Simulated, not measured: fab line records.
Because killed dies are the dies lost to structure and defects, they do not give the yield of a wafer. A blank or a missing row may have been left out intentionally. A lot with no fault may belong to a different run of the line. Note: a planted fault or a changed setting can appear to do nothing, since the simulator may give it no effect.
Chamber matching :: flow n5 finfet :: uv cure-03 running N5_BEOL_M5_CURE_80: 3 sister chambers
The step cures SiCOH lowk, time 120 s. 27 wafers are shown with their chamber, then 12 later ones without.

WAFERS WITH THEIR CHAMBER
wafer: L075.1
chamber: 1
lamp power pct (%): 52.25
wafer_temp_C_max: 371.1

wafer: L075.4
chamber: 1
lamp power pct (%): 52.30
wafer_temp_C_max: 371.2

wafer: L075.6
chamber: 1
lamp power pct (%): 52.33
wafer_temp_C_max: 371.0

wafer: L076.4
chamber: 0
lamp power pct (%): 52.32
wafer_temp_C_max: 371.5

wafer: L076.5
chamber: 0
lamp power pct (%): 52.41
wafer_temp_C_max: 372.1

wafer: L076.6
chamber: 0
lamp power pct (%): 52.35
wafer_temp_C_max: 371.4

wafer: L078.1
chamber: 1
lamp power pct (%): 52.34
wafer_temp_C_max: 371.2

wafer: L078.2
chamber: 1
lamp power pct (%): 52.39
wafer_temp_C_max: 371.6

wafer: L078.3
chamber: 1
lamp power pct (%): 52.33
wafer_temp_C_max: 371.3

wafer: L079.1
chamber: 1
lamp power pct (%): 52.32
wafer_temp_C_max: 371.1

wafer: L079.3
chamber: 1
lamp power pct (%): 52.29
wafer_temp_C_max: 370.8

wafer: L079.6
chamber: 1
lamp power pct (%): 52.35
wafer_temp_C_max: 371.2

wafer: L079.2
chamber: 1
lamp power pct (%): 52.30
wafer_temp_C_max: 370.8

wafer: L079.4
chamber: 1
lamp power pct (%): 52.26
wafer_temp_C_max: 371.1

wafer: L079.5
chamber: 1
lamp power pct (%): 52.30
wafer_temp_C_max: 371.1

wafer: L080.1
chamber: 0
lamp power pct (%): 52.39
wafer_temp_C_max: 371.6

wafer: L080.4
chamber: 0
lamp power pct (%): 52.38
wafer_temp_C_max: 371.4

wafer: L080.5
chamber: 0
lamp power pct (%): 52.48
wafer_temp_C_max: 371.5

wafer: L086.3
chamber: 2
lamp power pct (%): 52.30
wafer_temp_C_max: 371.2

wafer: L086.4
chamber: 2
lamp power pct (%): 52.30
wafer_temp_C_max: 371.5

wafer: L086.6
chamber: 2
lamp power pct (%): 52.33
wafer_temp_C_max: 371.4

wafer: L088.2
chamber: 1
lamp power pct (%): 52.32
wafer_temp_C_max: 370.8

wafer: L088.4
chamber: 1
lamp power pct (%): 52.33
wafer_temp_C_max: 371.6

wafer: L088.6
chamber: 1
lamp power pct (%): 52.33
wafer_temp_C_max: 371.0

wafer: L087.2
chamber: 2
lamp power pct (%): 52.33
wafer_temp_C_max: 371.6

wafer: L087.4
chamber: 2
lamp power pct (%): 52.28
wafer_temp_C_max: 371.2

wafer: L087.6
chamber: 2
lamp power pct (%): 52.32
wafer_temp_C_max: 371.7

SIGNATURES (means of the wafers above)
reading: lamp power pct
chamber 0: 52.3883
chamber 1: 52.3160
chamber 2: 52.3100
scatter within a chamber: 0.0377

reading: wafer_temp_C_max
chamber 0: 371.583
chamber 1: 371.127
chamber 2: 371.433
scatter within a chamber: 0.242
Rule: distance of a wafer from a chamber = root of the sum over the readings of ((wafer's reading minus chamber's mean) / reading's scatter) squared. If the next closest chamber is less than 2 further off than the closest, the wafer can't be placed; otherwise it belongs to the closest. The scatter: take each reading less its chamber's mean, square it, sum over the shown wafers, divide by the number of wafers less the number of chambers, and take the root.

WAFERS WITH NO CHAMBER GIVEN
wafer: L093.1
lamp power pct (%): 52.35
wafer_temp_C_max: 371.1

wafer: L093.3
lamp power pct (%): 52.31
wafer_temp_C_max: 371.0

wafer: L093.4
lamp power pct (%): 52.36
wafer_temp_C_max: 370.6

wafer: L093.2
lamp power pct (%): 52.50
wafer_temp_C_max: 371.3

wafer: L093.5
lamp power pct (%): 52.33
wafer_temp_C_max: 371.4

wafer: L093.6
lamp power pct (%): 52.25
wafer_temp_C_max: 370.9

wafer: L095.1
lamp power pct (%): 52.27
wafer_temp_C_max: 371.5

wafer: L095.2
lamp power pct (%): 52.19
wafer_temp_C_max: 371.0

wafer: L095.3
lamp power pct (%): 52.33
wafer_temp_C_max: 371.2

wafer: L096.3
lamp power pct (%): 52.33
wafer_temp_C_max: 371.0

wafer: L096.5
lamp power pct (%): 52.38
wafer_temp_C_max: 370.8

wafer: L096.6
lamp power pct (%): 52.25
wafer_temp_C_max: 371.4

WHICH CHAMBER EACH ONE RAN IN
wafer: L093.1
from the rows above: can't be placed: 1 or 2 or 0
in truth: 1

wafer: L093.3
from the rows above: can't be placed: 1 or 2
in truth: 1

wafer: L093.4
from the rows above: can't be placed: 1 or 2 or 0
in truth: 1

wafer: L093.2
from the rows above: can't be placed: 0 or 1 or 2
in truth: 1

wafer: L093.5
from the rows above: can't be placed: 2 or 1 or 0
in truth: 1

wafer: L093.6
from the rows above: can't be placed: 1 or 2
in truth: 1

wafer: L095.1
from the rows above: can't be placed: 2 or 1
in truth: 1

wafer: L095.2
from the rows above: can't be placed: 1 or 2
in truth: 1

wafer: L095.3
from the rows above: can't be placed: 1 or 2 or 0
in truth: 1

wafer: L096.3
from the rows above: can't be placed: 1 or 2
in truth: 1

wafer: L096.5
from the rows above: can't be placed: 1 or 2 or 0
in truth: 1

wafer: L096.6
from the rows above: can't be placed: 2 or 1
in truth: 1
Correctly placed: 0 of 12. Can't be placed from these rows: 12 (the true chamber is among the candidates in 12). Wrongly placed: 0.
